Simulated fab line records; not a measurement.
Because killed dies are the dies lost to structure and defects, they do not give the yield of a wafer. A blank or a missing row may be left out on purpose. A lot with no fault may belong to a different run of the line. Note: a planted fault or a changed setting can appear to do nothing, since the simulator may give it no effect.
Which tool did it? + flow n5 finfet + 24 lots with 72 wafers sampled at 5 steps, on a route of 1938 steps

WHAT EACH GAUGE READ, for each wafer
N5_BEOL_M6_CD_MEAS_35: target cd 40 nm, target cd y 28 nm. Usual: cd nm at 40.5 nm, with a standard deviation of 0.92.
| lot  | measured     | on        | cd nm (nm)     | flag |
|------|--------------|-----------|----------------|------|
| L074 | day 9 20:53  | cd sem-01 | 41.0 40.7 39.3 |      |
| L075 | day 11 02:11 | cd sem-02 | 41.2 40.7 40.4 |      |
| L078 | day 11 02:21 | cd sem-03 | 40.9 42.5 40.4 |      |
| L076 | day 11 05:43 | cd sem-01 | 41.4 40.0 39.8 |      |
| L077 | day 11 10:44 | cd sem-01 | 37.7 38.2 38.6 |      |
| L079 | day 11 16:49 | cd sem-01 | 40.5 40.3 42.2 |      |
| L082 | day 12 05:48 | cd sem-03 | 39.7 39.3 40.1 |      |
| L083 | day 12 06:05 | cd sem-03 | 41.3 40.3 41.2 |      |
| L081 | day 12 13:23 | cd sem-03 | 39.4 41.2 41.2 |      |
| L080 | day 12 15:50 | cd sem-02 | 39.6 39.8 41.5 |      |
| L084 | day 12 23:19 | cd sem-02 | 41.6 41.3 41.9 |      |
| L085 | day 13 07:41 | cd sem-02 | 40.8 38.4 39.3 |      |
| L088 | day 13 13:32 | cd sem-02 | 40.2 41.4 41.3 |      |
| L087 | day 14 00:43 | cd sem-02 | 40.4 39.5 40.9 |      |
| L089 | day 14 05:21 | cd sem-03 | 39.5 39.3 39.7 |      |
| L086 | day 14 07:05 | cd sem-03 | 39.8 41.8 40.2 |      |
| L091 | day 14 09:46 | cd sem-03 | 41.2 40.0 40.6 |      |
| L093 | day 14 23:20 | cd sem-02 | 40.4 38.8 40.7 |      |
| L090 | day 15 05:26 | cd sem-02 | 40.0 40.5 40.1 |      |
| L092 | day 15 05:33 | cd sem-02 | 41.4 39.9 40.3 |      |
| L094 | day 15 15:51 | cd sem-03 | 41.1 40.6 41.9 |      |
| L096 | day 15 22:48 | cd sem-03 | 40.9 39.8 41.1 |      |
| L095 | day 16 05:56 | cd sem-03 | 41.9 40.5 41.5 |      |
| L097 | day 16 08:42 | cd sem-02 | 38.1 39.8 37.8 |      |

N5_BEOL_M6_INSPECT_58: inspects for defects (darkfield). Usual: raw defect count at 70, with a standard deviation of 22.
| lot  | measured     | on                | raw defect count | flag |
|------|--------------|-------------------|------------------|------|
| L074 | day 9 22:56  | defect inspect-02 | 72 48 48         |      |
| L075 | day 11 05:49 | defect inspect-02 | 99 45 62         |      |
| L078 | day 11 06:46 | defect inspect-02 | 115 115 60       |      |
| L076 | day 11 09:13 | defect inspect-02 | 57 30 44         |      |
| L077 | day 11 13:31 | defect inspect-01 | 48 46 49         |      |
| L079 | day 11 19:38 | defect inspect-02 | 105 67 109       |      |
| L082 | day 12 08:38 | defect inspect-01 | 51 68 48         |      |
| L083 | day 12 08:22 | defect inspect-02 | 61 65 53         |      |
| L081 | day 12 16:55 | defect inspect-02 | 66 48 60         |      |
| L080 | day 12 18:55 | defect inspect-02 | 58 65 47         |      |
| L084 | day 13 01:54 | defect inspect-02 | 90 73 59         |      |
| L085 | day 13 10:13 | defect inspect-02 | 90 99 79         |      |
| L088 | day 13 15:53 | defect inspect-01 | 63 101 76        |      |
| L087 | day 14 03:18 | defect inspect-01 | 63 62 85         |      |
| L089 | day 14 08:34 | defect inspect-01 | 78 107 44        |      |
| L086 | day 14 11:08 | defect inspect-01 | 98 65 77         |      |
| L091 | day 14 12:32 | defect inspect-01 | 60 54 59         |      |
| L093 | day 15 02:28 | defect inspect-01 | 86 79 82         |      |
| L090 | day 15 08:20 | defect inspect-02 | 73 84 116        |      |
| L092 | day 15 07:54 | defect inspect-02 | 120 40 61        |      |
| L094 | day 15 20:19 | defect inspect-01 | 48 62 49         |      |
| L096 | day 16 02:46 | defect inspect-01 | 103 69 43        |      |
| L095 | day 16 09:24 | defect inspect-01 | 66 104 65        |      |
| L097 | day 16 10:42 | defect inspect-02 | 86 73 95         |      |

N5_BEOL_M7_THK_MEAS_01. Usual: M7_ILD_THK 155.3 nm, standard deviation 2.5.
| lot  | measured     | on            | M7_ILD_THK (nm)   | flag |
|------|--------------|---------------|-------------------|------|
| L074 | day 9 23:34  | film metro-02 | 152.8 157.4 156.2 |      |
| L075 | day 11 06:36 | film metro-02 | 153.1 156.1 154.3 |      |
| L078 | day 11 07:23 | film metro-02 | 151.5 153.9 154.5 |      |
| L076 | day 11 09:52 | film metro-02 | 154.2 158.3 156.6 |      |
| L077 | day 11 14:08 | film metro-01 | 148.8 151.8 156.9 |      |
| L079 | day 11 20:14 | film metro-01 | 151.0 152.2 155.9 |      |
| L082 | day 12 09:14 | film metro-02 | 157.8 158.0 160.1 |      |
| L083 | day 12 08:59 | film metro-01 | 153.0 159.1 158.9 |      |
| L081 | day 12 17:32 | film metro-01 | 156.8 157.8 158.5 |      |
| L080 | day 12 19:40 | film metro-01 | 155.1 153.4 156.0 |      |
| L084 | day 13 02:32 | film metro-02 | 149.1 155.4 151.2 |      |
| L085 | day 13 11:01 | film metro-01 | 156.0 152.3 156.6 |      |
| L088 | day 13 16:29 | film metro-01 | 157.1 152.4 159.7 |      |
| L087 | day 14 04:02 | film metro-01 | 153.8 152.9 156.6 |      |
| L089 | day 14 09:11 | film metro-01 | 153.7 155.9 156.0 |      |
| L086 | day 14 11:46 | film metro-02 | 156.0 158.0 154.8 |      |
| L091 | day 14 13:10 | film metro-01 | 153.2 156.0 156.4 |      |
| L093 | day 15 03:34 | film metro-02 | 151.3 153.7 155.7 |      |
| L090 | day 15 09:26 | film metro-01 | 154.2 156.2 157.4 |      |
| L092 | day 15 08:31 | film metro-01 | 153.5 150.0 153.3 |      |
| L094 | day 15 20:55 | film metro-02 | 156.9 156.7 158.8 |      |
| L096 | day 16 03:52 | film metro-01 | 156.1 154.2 154.9 |      |
| L095 | day 16 10:01 | film metro-02 | 152.4 154.6 156.6 |      |
| L097 | day 16 11:20 | film metro-02 | 155.9 160.6 158.8 |      |

TOOL THAT RAN EACH LOT (tool first, then ch and the chambers of the sampled wafers, then the start)
| lot  | N5_BEOL_M6_DESCUM_33               | N5_BEOL_M6_PRE_CLEAN_45      |
|------|------------------------------------|------------------------------|
| L074 | rie diel-04 ch 2,3, day 9 20:19    | pvd sputter-03, day 9 21:22  |
| L075 | rie diel-04 ch 0,1,3, day 11 01:36 | pvd sputter-01, day 11 02:37 |
| L078 | rie diel-05 ch 1,2, day 11 01:46   | pvd sputter-01, day 11 04:58 |
| L076 | rie diel-01 ch 1,2,3, day 11 05:07 | pvd sputter-03, day 11 06:14 |
| L077 | rie diel-05 ch 1,2, day 11 10:10   | pvd sputter-01, day 11 11:16 |
| L079 | rie diel-05 ch 1,2, day 11 16:14   | pvd sputter-02, day 11 17:36 |
| L082 | rie diel-04 ch 1,3, day 12 05:13   | pvd sputter-03, day 12 06:30 |
| L083 | rie diel-01 ch 1,2, day 12 05:30   | pvd sputter-03, day 12 06:35 |
| L081 | rie diel-01 ch 0,2,3, day 12 12:49 | pvd sputter-03, day 12 15:14 |
| L080 | rie diel-01 ch 1,3, day 12 15:16   | pvd sputter-01, day 12 16:20 |
| L084 | rie diel-01 ch 1,2, day 12 22:44   | pvd sputter-01, day 13 00:10 |
| L085 | rie diel-04 ch 0,1,3, day 13 07:07 | pvd sputter-03, day 13 08:11 |
| L088 | rie diel-04 ch 0,2, day 13 12:57   | pvd sputter-03, day 13 14:05 |
| L087 | rie diel-05 ch 2,3, day 14 00:08   | pvd sputter-03, day 14 01:15 |
| L089 | rie diel-05 ch 0,2,3, day 14 04:46 | pvd sputter-01, day 14 06:01 |
| L086 | rie diel-05 ch 0,3, day 14 06:31   | pvd sputter-03, day 14 09:29 |
| L091 | rie diel-04 ch 2,3, day 14 09:11   | pvd sputter-03, day 14 10:25 |
| L093 | rie diel-01 ch 1,3, day 14 22:45   | pvd sputter-03, day 15 00:17 |
| L090 | rie diel-04 ch 1,3, day 15 04:51   | pvd sputter-01, day 15 06:10 |
| L092 | rie diel-05 ch 0,1, day 15 04:58   | pvd sputter-03, day 15 06:05 |
| L094 | rie diel-01 ch 0,1,3, day 15 15:16 | pvd sputter-02, day 15 18:19 |
| L096 | rie diel-04 ch 2,3, day 15 22:13   | pvd sputter-03, day 15 23:14 |
| L095 | rie diel-04 ch 2,3, day 16 05:21   | pvd sputter-03, day 16 07:47 |
| L097 | rie diel-04 ch 0,1, day 16 08:06   | pvd sputter-02, day 16 09:07 |
- N5_BEOL_M6_DESCUM_33: chemistry O2, time 7 s.
- N5_BEOL_M6_PRE_CLEAN_45: time 30 s.

WHAT THE TOOLS THEMSELVES READ (means of the sampled wafers that have a number; where no wafer has one, the mark that the record gives instead)
N5_BEOL_M6_DESCUM_33. Usual: drypump motor current A 5.6 A, standard deviation 0.4; oes product au 0.77 a.u., standard deviation 0.088; rf vpp V 242.8 V, standard deviation 1.6; showerhead plenum p Torr 2.07 Torr, standard deviation 0.08; throttle valve pct 20.46 %, standard deviation 0.25.
| lot  | tool        | drypump motor current A (A) | oes product au (a.u.) | rf vpp V (V) | showerhead plenum p Torr (Torr) | throttle valve pct (%) | flag |
|------|-------------|-----------------------------|-----------------------|--------------|---------------------------------|------------------------|------|
| L074 | rie diel-04 | 5.6                         | 0.85                  | 243.2        | 2.08                            | 20.48                  |      |
| L075 | rie diel-04 | 5.8                         | 0.74                  | 242.4        | 2.05                            | 20.50                  |      |
| L078 | rie diel-05 | 5.9                         | 0.74                  | 243.9        | 2.10                            | 20.71                  |      |
| L076 | rie diel-01 | 5.3                         | 0.73                  | 242.4        | 2.09                            | 20.48                  |      |
| L077 | rie diel-05 | 5.5                         | 0.71                  | 243.6        | 2.12                            | 20.56                  |      |
| L079 | rie diel-05 | 5.6                         | 0.71                  | 244.0        | 2.12                            | 20.56                  |      |
| L082 | rie diel-04 | 5.9                         | 0.71                  | 241.0        | 2.00                            | 20.65                  |      |
| L083 | rie diel-01 | 5.3                         | 0.71                  | 242.9        | 2.10                            | 20.46                  |      |
| L081 | rie diel-01 | 5.4                         | 0.79                  | 242.5        | 2.08                            | 20.55                  |      |
| L080 | rie diel-01 | 5.3                         | 0.75                  | 242.4        | 2.07                            | 20.54                  |      |
| L084 | rie diel-01 | 5.3                         | 0.71                  | 243.7        | 2.10                            | 20.48                  |      |
| L085 | rie diel-04 | 5.8                         | 0.72                  | 241.3        | 2.04                            | 20.52                  |      |
| L088 | rie diel-04 | 5.7                         | 0.78                  | 243.2        | 2.11                            | 20.31                  |      |
| L087 | rie diel-05 | 5.4                         | 0.94                  | 243.9        | 2.16                            | 20.08                  |      |
| L089 | rie diel-05 | 5.3                         | 0.86                  | 243.4        | 2.10                            | 20.11                  |      |
| L086 | rie diel-05 | 5.2                         | 0.79                  | 242.5        | 2.04                            | 20.13                  |      |
| L091 | rie diel-04 | 5.5                         | 0.76                  | 242.5        | 2.04                            | 20.60                  |      |
| L093 | rie diel-01 | 5.3                         | 0.73                  | 241.9        | 2.06                            | 20.57                  |      |
| L090 | rie diel-04 | 5.7                         | 0.71                  | 241.2        | 2.01                            | 20.69                  |      |
| L092 | rie diel-05 | 5.4                         | 0.71                  | 241.9        | 1.99                            | 20.42                  |      |
| L094 | rie diel-01 | 5.7                         | 0.79                  | 243.4        | 2.11                            | 20.47                  |      |
| L096 | rie diel-04 | 5.5                         | 0.74                  | 241.4        | 2.04                            | 20.63                  |      |
| L095 | rie diel-04 | 5.5                         | 0.74                  | 242.5        | 2.04                            | 20.63                  |      |
| L097 | rie diel-04 | 6.0                         | 0.70                  | 241.3        | 2.02                            | 20.57                  |      |

N5_BEOL_M6_PRE_CLEAN_45. Usual: heater power w at 332 W, with a standard deviation of 20.
| lot  | tool           | heater power w (W) | flag |
|------|----------------|--------------------|------|
| L074 | pvd sputter-03 | 345                |      |
| L075 | pvd sputter-01 | 336                |      |
| L078 | pvd sputter-01 | 334                |      |
| L076 | pvd sputter-03 | 339                |      |
| L077 | pvd sputter-01 | 356                |      |
| L079 | pvd sputter-02 | 315                |      |
| L082 | pvd sputter-03 | 335                |      |
| L083 | pvd sputter-03 | 344                |      |
| L081 | pvd sputter-03 | 327                |      |
| L080 | pvd sputter-01 | 344                |      |
| L084 | pvd sputter-01 | 355                |      |
| L085 | pvd sputter-03 | 332                |      |
| L088 | pvd sputter-03 | 328                |      |
| L087 | pvd sputter-03 | 324                |      |
| L089 | pvd sputter-01 | 342                |      |
| L086 | pvd sputter-03 | 317                |      |
| L091 | pvd sputter-03 | 348                |      |
| L093 | pvd sputter-03 | 320                |      |
| L090 | pvd sputter-01 | 335                |      |
| L092 | pvd sputter-03 | 331                |      |
| L094 | pvd sputter-02 | 302                |      |
| L096 | pvd sputter-03 | 339                |      |
| L095 | pvd sputter-03 | 336                |      |
| L097 | pvd sputter-02 | 316                |      |

THE ANSWER, worked out from the rows above alone
Rule: lot off if the mean of its wafers having a number is beyond 3 standard deviations from the usual mean. Also off: a lot with no number at a reading for which 4 or more lots have one. Where the step has rows for the other lots, those lots are counted as sound. Order of review: gauges by route order, followed by the tools' own readings, for which a lot's mean as printed above is used. At the first step where some lot is off, the reading lying furthest off is the one used; lots without a number count as furthest.
Across all readings shown, no lot is off: no conclusion can be drawn from this.

WHAT THE SIMULATOR HAD INSERTED
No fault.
